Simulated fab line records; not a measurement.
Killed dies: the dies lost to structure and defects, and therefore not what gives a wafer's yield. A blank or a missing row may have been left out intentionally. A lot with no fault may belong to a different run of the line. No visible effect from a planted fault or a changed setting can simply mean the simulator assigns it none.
Matching of chambers / flow n5Finfet / N5_BEOL_M7_ALD_77 on aldMetal-02 has 4 sister chambers
The step deposits TaN, target thk 2 nm, pulse time 2 s, purge time 3 s. 27 wafers are shown with their chamber, then 12 later ones without.

== EACH WAFER AND ITS CHAMBER ==
wafer=L078.1; chamber=1; heaterPowerW (W)=400
wafer=L078.2; chamber=2; heaterPowerW (W)=476
wafer=L078.3; chamber=0; heaterPowerW (W)=416
wafer=L078.4; chamber=0; heaterPowerW (W)=418
wafer=L078.5; chamber=1; heaterPowerW (W)=408
wafer=L078.6; chamber=2; heaterPowerW (W)=464
wafer=L081.1; chamber=2; heaterPowerW (W)=460
wafer=L081.3; chamber=0; heaterPowerW (W)=432
wafer=L081.5; chamber=1; heaterPowerW (W)=404
wafer=L086.1; chamber=2; heaterPowerW (W)=465
wafer=L086.3; chamber=3; heaterPowerW (W)=479
wafer=L086.4; chamber=1; heaterPowerW (W)=422
wafer=L084.1; chamber=0; heaterPowerW (W)=415
wafer=L084.5; chamber=3; heaterPowerW (W)=488
wafer=L084.6; chamber=0; heaterPowerW (W)=431
wafer=L087.1; chamber=1; heaterPowerW (W)=398
wafer=L087.2; chamber=2; heaterPowerW (W)=462
wafer=L087.3; chamber=3; heaterPowerW (W)=484
wafer=L087.4; chamber=0; heaterPowerW (W)=414
wafer=L087.5; chamber=3; heaterPowerW (W)=484
wafer=L087.6; chamber=0; heaterPowerW (W)=424
wafer=L094.1; chamber=2; heaterPowerW (W)=476
wafer=L094.2; chamber=3; heaterPowerW (W)=481
wafer=L094.3; chamber=0; heaterPowerW (W)=418
wafer=L094.4; chamber=1; heaterPowerW (W)=413
wafer=L094.5; chamber=3; heaterPowerW (W)=486
wafer=L094.6; chamber=2; heaterPowerW (W)=464

SIGNATURES (means of the wafers above)
reading=heaterPowerW; chamber 0=421.00; chamber 1=407.50; chamber 2=466.71; chamber 3=483.67; scatter within a chamber=6.82
Rule: distance of a wafer from a chamber = root of the sum over the readings of ((wafer's reading minus chamber's mean) / reading's scatter) squared. If the next closest chamber is less than 2 further off than the closest, the wafer can't be placed; otherwise it belongs to the closest. The scatter is the square root of a quotient: the sum, over the shown wafers, of each reading's squared deviation from its chamber's mean, divided by wafers minus chambers.

== WAFERS WITHOUT THEIR CHAMBER ==
wafer=L093.3; heaterPowerW (W)=420
wafer=L093.5; heaterPowerW (W)=417
wafer=L093.6; heaterPowerW (W)=464
wafer=L096.4; heaterPowerW (W)=478
wafer=L096.5; heaterPowerW (W)=410
wafer=L096.6; heaterPowerW (W)=466
wafer=L095.1; heaterPowerW (W)=470
wafer=L095.2; heaterPowerW (W)=423
wafer=L095.4; heaterPowerW (W)=412
wafer=L097.1; heaterPowerW (W)=473
wafer=L097.2; heaterPowerW (W)=471
wafer=L097.6; heaterPowerW (W)=472

== THE CHAMBER EACH PASSED THROUGH ==
wafer=L093.3; from the rows above=can't be placed: 0 or 1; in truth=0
wafer=L093.5; from the rows above=can't be placed: 0 or 1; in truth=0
wafer=L093.6; from the rows above=2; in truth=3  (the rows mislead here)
wafer=L096.4; from the rows above=can't be placed: 3 or 2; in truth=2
wafer=L096.5; from the rows above=can't be placed: 1 or 0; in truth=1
wafer=L096.6; from the rows above=2; in truth=2
wafer=L095.1; from the rows above=can't be placed: 2 or 3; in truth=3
wafer=L095.2; from the rows above=can't be placed: 0 or 1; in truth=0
wafer=L095.4; from the rows above=can't be placed: 1 or 0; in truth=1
wafer=L097.1; from the rows above=can't be placed: 2 or 3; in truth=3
wafer=L097.2; from the rows above=can't be placed: 2 or 3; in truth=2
wafer=L097.6; from the rows above=can't be placed: 2 or 3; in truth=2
Correctly placed: 1 of 12. Unplaceable from these rows: 10, with the true chamber sitting among the candidates in 10. Wrongly placed: 1.
